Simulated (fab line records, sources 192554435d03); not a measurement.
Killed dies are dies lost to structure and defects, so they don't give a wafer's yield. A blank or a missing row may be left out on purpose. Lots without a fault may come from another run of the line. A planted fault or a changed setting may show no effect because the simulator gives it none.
One fault seen from 2 desks | flow n5_finfet | each desk has only its own numbers; what lay behind them comes last

THE TOOL OWNER'S DESK: wet_bench-01
The tool's own readings at N5_BEOL_M1_PRECLEAN_42 (cleans in residue remover, time 60 s): means of the sampled wafers that have a number, for each lot that ran on this tool. A lot is out of limits, marked OUT, if its mean lies more than 4 standard deviations from the usual mean; the brackets give that distance.
Columns: A = bath_guard_temp_C at N5_BEOL_M1_PRECLEAN_42, usual 40.1 C; B = temp_c at N5_BEOL_M1_PRECLEAN_42, usual 39.99 C
lot  | first seen here | A    | B
L218 | day 7 14:38     | 40.2 | 40.02
L219 | day 8 10:34     | 39.6 | 39.84
L221 | day 8 22:29     | 39.8 | 39.97
This desk's finding: nothing out of limits on any of the 3 lots.

THE METROLOGY DESK
What the gauges read, lot by lot, whatever tool the lot ran on: means of the sampled wafers that have a number. A lot is out of limits, marked OUT, if its mean lies more than 4 standard deviations from the usual mean; the brackets give that distance.
Columns: A = trench_depth_nm at N5_BEOL_M1_OCD_MEAS_38, usual 54.8 nm; B = cd_nm at N5_BEOL_M1_CD_MEAS_35, usual 18.0 nm; C = M1_THK at N5_BEOL_M1_THK_MEAS_53, usual 39.6 nm
lot  | first seen here | A    | B    | C
L212 | day 6 07:04     | 54.8 | 17.8 | 39.7
L217 | day 7 14:28     | 55.4 | 18.0 | 39.2
L218 | day 7 14:32     | 53.5 | 18.5 | 39.9
L219 | day 8 10:28     | 54.8 | 18.1 | 38.7
L221 | day 8 22:23     | 54.0 | 18.0 | 38.1
L229 | day 10 17:32    | 55.9 | 17.7 | 39.8
This desk's finding: nothing out of limits on any of the 6 lots.

PUT TOGETHER
The tool owner's desk saw nothing out of limits.
The metrology desk saw nothing out of limits.

WHAT THE SIMULATOR HAD PUT IN
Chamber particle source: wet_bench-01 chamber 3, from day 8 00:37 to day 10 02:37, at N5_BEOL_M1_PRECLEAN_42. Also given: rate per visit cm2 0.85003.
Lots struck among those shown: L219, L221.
